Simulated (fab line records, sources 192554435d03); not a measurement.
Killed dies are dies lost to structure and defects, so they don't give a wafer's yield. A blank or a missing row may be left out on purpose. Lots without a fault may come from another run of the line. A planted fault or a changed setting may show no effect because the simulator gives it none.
A struck lot beside a sound one | flow n5_finfet | 23 steps out of a route of 1938
Sound: wafers L742.3, L742.4, L742.5. Struck: wafer L735.6. (L735.1, L735.3 of the same lot were not struck and are left out.) The cause comes at the end.
At each step with rows: each side's tool, then ch and its chambers, then its first start. Under that, the readings that differ: sound wafers | struck wafers | difference of the means | sigmas: that difference in standard deviations of wafers without a fault.
alike: readings whose means differ by less than 2 such deviations, and words and numbers that are the same on both sides. not compared: withheld readings, readings that some wafer has no value for, bounds like >300 that may hide the same value, and numbers for which the record gives no deviation and whose values overlap.
The two part at a step that has a row with sigmas, a row that says differs or no value, or rows on one side only. Numbers that don't overlap but have no deviation are shown without sigmas and don't part them. A reading that every wafer of one side lacks parts them only if that side has two wafers or more.

first, 9 steps without rows for these wafers: N5_MIM_BOT_LITHO_HARDBAKE_09 (time 120 s); N5_MIM_BOT_LITHO_DESCUM_10 (chemistry O2, time 7.9 s); N5_MIM_BOT_ETCH_ETCH_04 (etches SiNx in CF4/O2, target depth 26 nm, time 13 s); N5_MIM_BOT_ETCH_ETCH_03 (etches the open film in Cl2/BCl3, target depth 12 nm); N5_MIM_BOT_ETCH_ETCH_00 (etches TiN in Cl2/BCl3, target depth 45.5 nm); N5_MIM_BOT_ETCH_STRIP_01 (strips in O2); N5_MIM_BOT_ETCH_STRIP_02 (strips in post etch residue remover, time 1200 s); N5_MIM_BOT_ETCH_CLEAN_05 (cleans in IPA, time 180 s); N5_MIM_BOT_ETCH_SRD_06 (time 30 s).
N5_PASSIVATION_PECVD_55: deposits SiO2 from SiH4/N2O, target thk 400 nm, time 22.5 s.
  sound on pecvd-01 ch 0,1,2, day 17 06:57; struck on pecvd-02 ch 0, day 15 17:19
  reading                                        | sound             | struck | difference | sigmas
  heater_power_w (W)                             | 799 604 743       | 942    | +227       | +2
  model.SiO2_of_PASSIVATION_PECVD_55.thk_nm (nm) | 396.8 399.6 409.4 | 359.6  | -42.3      |
  alike: showerhead_plenum_p_Torr, throttle_valve_pct
then, 11 steps without rows for these wafers: N5_PASSIVATION_PECVD_01 (deposits SiNx from SiH4/NH3/N2, target thk 200 nm, time 43.2 s); N5_PASSIVATION_HMDS_03 (time 60 s); N5_PASSIVATION_COAT_04; N5_PASSIVATION_EBR_06; N5_PASSIVATION_SOFTBAKE_05 (time 90 s); N5_PASSIVATION_EXPOSE_07 (exposes mask TV, defocus 0 nm, target cd 3000 nm); N5_PASSIVATION_PEB_08; N5_PASSIVATION_DEVELOP_09 (develop time 60 s); N5_PASSIVATION_HARDBAKE_11 (time 120 s); N5_PASSIVATION_DESCUM_12 (chemistry O2, time 7.9 s); N5_PASSIVATION_PASS_ETCH_74 (etches SiNx in CF4/O2, target depth 220 nm, time 110 s).
N5_PASSIVATION_VIA_ETCH_13: etches SiO2 in CHF3/O2, target depth 660 nm, time 330 s.
  sound on rie_diel-04 ch 1,2, day 17 09:42; struck on rie_diel-02 ch 2, day 15 18:50
  reading                     | sound          | struck | difference | sigmas
  drypump_motor_current_A (A) | 5.80 6.25 5.83 | 5.28   | -0.68      | -2
  etch_rf_on_time_s (s)       | 229 229 235    | 216    | -15        | -3
  alike: bias_w, oes_product_au, rf_vpp_V, showerhead_plenum_p_Torr, throttle_valve_pct
  not compared: rf_hours_counter_h, model.coat_of_PASSIVATION_COAT_04.thk_nm
then, 1 step without rows for these wafers: N5_PASSIVATION_STRIP_14 (strips in O2).

WHERE THEY PART
First at N5_PASSIVATION_PECVD_55; last, within this record, at N5_PASSIVATION_VIA_ETCH_13.

WHY: what the simulator had put in
Process parameter drift: pecvd-02, from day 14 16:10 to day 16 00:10, at N5_PASSIVATION_PECVD_55. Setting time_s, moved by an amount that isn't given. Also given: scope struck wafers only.
